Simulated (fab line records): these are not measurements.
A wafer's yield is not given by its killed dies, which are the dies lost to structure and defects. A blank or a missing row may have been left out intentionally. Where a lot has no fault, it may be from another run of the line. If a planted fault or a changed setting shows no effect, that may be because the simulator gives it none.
Struck lot and sound lot, side by side ; flow n5-finfet ; 26 steps out of a route of 1938
Sound: wafers L314.2, L314.3, L314.6. Struck: wafers L307.1, L307.2, L307.3. At the end, the cause is stated.
Each step with rows lists, per side, the tool, then ch with its chambers, then its first start. Under that, the readings that differ: sound wafers ; struck wafers ; difference of the means ; sigmas: that difference in standard deviations of wafers without a fault.
alike: words and numbers the same on both sides, and readings whose means are apart by under 2 such deviations; not compared: readings that were withheld, readings missing a value for some wafer, numbers with overlapping values and no deviation given by the record, and bounds like >300 which may hide the same value.
A row with sigmas, a row that says differs or no value, or rows on one side alone: a step with any of these is where the two part. Non-overlapping numbers with no deviation appear without sigmas and do not part them. A reading missing from all wafers of one side parts the sides only when that side holds two or more wafers.

N5_BEOL_M8_INSPECT_13: inspects for defects (brightfield).
  sound: defect-inspect-01 at day 15 09:07; struck: defect-inspect-02 at day 13 12:22
  alike: raw-defect-count
N5_BEOL_M8_DESCUM_16: chemistry O2, time 7.9 s.
  sound on rie-diel-04 ch 0,3, day 15 09:31; struck on rie-diel-01 ch 1,2,3, day 13 12:24
  alike: drypump-motor-current-A, oes-product-au, rf-vpp-V, showerhead-plenum-p-Torr, throttle-valve-pct
  not compared: rf-hours-counter-h
then, 4 steps without rows for these wafers: N5_BEOL_M8_ETCH_61 (etches SiARC in CF4, target depth 45.5 nm, time 75.8 s); N5_BEOL_M8_ETCH_62 (etches SOC in N2/H2, target depth 110 nm, overetch 22 nm, time 165 s); N5_BEOL_M8_STRIP_68 (strips in N2/H2); N5_BEOL_M8_STRIP_67 (strips in CF4).
N5_BEOL_M8_HM_OPEN_17: chemistry Cl2/BCl3, target TiN, target depth 20 nm, overetch 6 nm.
  sound on rie-metal-03 ch 1, day 15 09:47; struck on rie-metal-03 ch 0,1, day 13 12:41
  alike: drypump-motor-current-A, mfc-ar-sccm, oes-product-au, throttle-valve-pct
  not compared: rf-hours-counter-h
N5_BEOL_M8_STRIP_19: strips in O2.
  sound on rie-diel-03 ch 0,2, day 15 09:54; struck on rie-diel-03 ch 0,2,3, day 13 12:47
  alike: drypump-motor-current-A, oes-product-au, rf-vpp-V, showerhead-plenum-p-Torr, throttle-valve-pct
  not compared: rf-hours-counter-h
N5_BEOL_M8_CD_MEAS_18: pitch 80 nm, target cd 40 nm.
  sound: cd-sem-02 at day 15 09:58; struck: cd-sem-01 at day 13 12:52
  alike: cd-nm
then, 3 steps without rows for these wafers: N5_BEOL_M8_COAT_63 (time 60 s, resist thk 60 nm); N5_BEOL_M8_COAT_64 (time 60 s, resist thk 12 nm); N5_BEOL_M8_COAT_71 (time 60 s, resist thk 5 nm).
N5_BEOL_M8_COAT_22: resist thk 30 nm.
  sound on litho-track-02 ch 0, day 15 10:01; struck on litho-track-03 ch 0, day 13 12:54
reading;sound;struck;difference;sigmas
spin-speed-rpm (rpm);1501.4 1498.3 1500.0;1562.7 1562.2 1563.0;+62.7;+57
model.CAR-EUV_of_BEOL_M8_COAT_22.thk-nm (nm);30 30 30;29.4 29.4 29.2;-0.7;
then, 5 steps without rows for these wafers: N5_BEOL_M8_EBR_24; N5_BEOL_M8_SOFTBAKE_23 (time 60 s); N5_BEOL_M8_EXPOSE_25 (exposes mask V7, target cd 40 nm); N5_BEOL_M8_PEB_26 (peb time 60 s); N5_BEOL_M8_DEVELOP_27 (develop time 30 s).
N5_BEOL_M8_CD_MEAS_28: the cd target is 40 nm.
  sound on cd-sem-02 ch 0, day 15 10:17; struck on cd-sem-02 ch 0, day 13 13:10
  alike: cd-nm
N5_BEOL_M8_OVL_MEAS_29:
  sound on overlay-02 ch 0, day 15 10:19; struck on overlay-02 ch 0, day 13 13:11
  alike: V7_OVL
N5_BEOL_M8_INSPECT_30: inspects for defects (brightfield).
  sound: defect-inspect-01 at day 15 10:22; struck: defect-inspect-02 at day 13 13:15
  alike: raw-defect-count
then, 1 step without rows for these wafers: N5_BEOL_M8_DESCUM_33 (chemistry O2, time 7 s).
N5_BEOL_M8_ETCH_72: etches underlayer in N2/H2, target depth 6.5 nm, time 5.2 s.
  sound on rie-diel-04 ch 0,2,3, day 15 10:35; struck on rie-diel-03 ch 0,2,3, day 13 13:19
  alike: drypump-motor-current-A, etch-rf-on-time-s, oes-product-au, rf-vpp-V, showerhead-plenum-p-Torr, throttle-valve-pct
  not compared: rf-hours-counter-h
N5_BEOL_M8_ETCH_65: etches SiARC in CF4, target depth 15.6 nm, time 26 s.
  sound on rie-diel-04 ch 0,2,3, day 15 10:36; struck on rie-diel-03 ch 0,2,3, day 13 13:20
reading;sound;struck;difference;sigmas
model.CAR-EUV_of_BEOL_M8_COAT_22.thk-nm (nm);11.2 11.2 11.2;10.4 10.6 10.6;-0.7;
  alike: drypump-motor-current-A, etch-rf-on-time-s, mfc-ar-sccm, oes-product-au, rf-vpp-V, showerhead-plenum-p-Torr, throttle-valve-pct
  not compared: rf-hours-counter-h
N5_BEOL_M8_ETCH_66: etches SOC in N2/H2, target depth 80 nm, overetch 16 nm, time 120 s.
  sound on rie-diel-04 ch 0,2,3, day 15 10:38; struck on rie-diel-03 ch 0,2,3, day 13 13:22
  alike: drypump-motor-current-A, oes-product-au, rf-vpp-V, showerhead-plenum-p-Torr, throttle-valve-pct
  not compared: rf-hours-counter-h
N5_PASSIVATION_PROBE_49:
  the record has rows for the sound wafers here (prober-02, day 18 16:16) and none for the struck ones

WHERE THEY PART
First at N5_BEOL_M8_COAT_22; last, within this record, at N5_PASSIVATION_PROBE_49.

WHY: whatever the simulator had introduced
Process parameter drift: litho-track-03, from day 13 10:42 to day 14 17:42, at N5_BEOL_M8_COAT_22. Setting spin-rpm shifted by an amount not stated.
